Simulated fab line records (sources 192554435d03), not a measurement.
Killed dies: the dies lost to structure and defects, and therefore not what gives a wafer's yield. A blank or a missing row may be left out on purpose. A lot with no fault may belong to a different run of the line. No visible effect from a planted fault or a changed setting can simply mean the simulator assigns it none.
Matching of chambers    flow n5_finfet    N5_BEOL_M9_CURE_72 on uv_cure-02: 3 sister chambers
The step cures SiCOH lowk, time 120 s. 24 wafers are shown with their chamber, then 12 later ones without.

## WAFERS WITH THEIR CHAMBER
wafer   chamber  wafer_temp_C_max  lamp_power_pct (%)
L074.2  2        371.2             52.35
L074.3  2        372.3             52.32
L074.6  2        371.6             52.37
L078.1  0        371.3             52.26
L078.3  0        371.4             52.29
L078.5  0        371.9             52.28
L083.1  0        371.7             52.35
L083.5  0        371.3             52.28
L083.6  0        371.2             52.27
L085.1  0        371.0             52.47
L085.4  0        371.2             52.31
L085.5  0        371.5             52.33
L092.1  0        371.2             52.30
L092.3  0        371.7             52.25
L092.5  0        370.7             52.31
L092.2  0        371.4             52.31
L092.4  0        371.0             52.32
L092.6  0        371.3             52.34
L093.2  1        372.4             52.44
L093.5  1        372.5             52.36
L093.6  1        372.8             52.29
L096.1  2        371.9             52.37
L096.5  2        371.7             52.31
L096.6  2        372.5             52.28

SIGNATURES (means of the wafers above)
reading           chamber 0  chamber 1  chamber 2  scatter within a chamber
wafer_temp_C_max  371.320    372.567    371.867    0.347
lamp_power_pct    52.3113    52.3633    52.3333    0.0518
Rule: a wafer lies at a distance from a chamber equal to the root of the sum of squares, over the readings, of (its reading less the chamber's mean, divided by the reading's scatter). The wafer belongs to the nearest chamber; if the next one is less than 2 further off, it can't be placed. The scatter: the root of (the sum of the squares of (reading less its chamber's mean) over the shown wafers, divided by (wafers less chambers)).

## WAFERS MISSING THEIR CHAMBER
wafer   wafer_temp_C_max  lamp_power_pct (%)
L096.2  371.7             52.35
L096.3  371.3             52.34
L096.4  371.5             52.24
L095.1  371.8             52.28
L095.3  371.7             52.33
L095.4  371.9             52.29
L094.1  371.7             52.23
L094.4  370.8             52.39
L094.6  371.4             52.30
L097.1  371.9             52.21
L097.2  371.5             52.33
L097.6  371.8             52.35

## WHICH CHAMBER EACH WENT THROUGH
wafer   from the rows above           in truth
L096.2  can't be placed: 2 or 0 or 1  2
L096.3  can't be placed: 0 or 2       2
L096.4  can't be placed: 0 or 2       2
L095.1  can't be placed: 2 or 0 or 1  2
L095.3  can't be placed: 2 or 0       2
L095.4  can't be placed: 2 or 0 or 1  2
L094.1  can't be placed: 0 or 2 or 1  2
L094.4  can't be placed: 0 or 2       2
L094.6  can't be placed: 0 or 2       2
L097.1  can't be placed: 2 or 0 or 1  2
L097.2  can't be placed: 0 or 2       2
L097.6  can't be placed: 2 or 0 or 1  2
Correct placement for 0 of the 12. Cannot be placed on the basis of these rows: 12; the candidates contain the true chamber in 12. Number placed wrongly: 0.
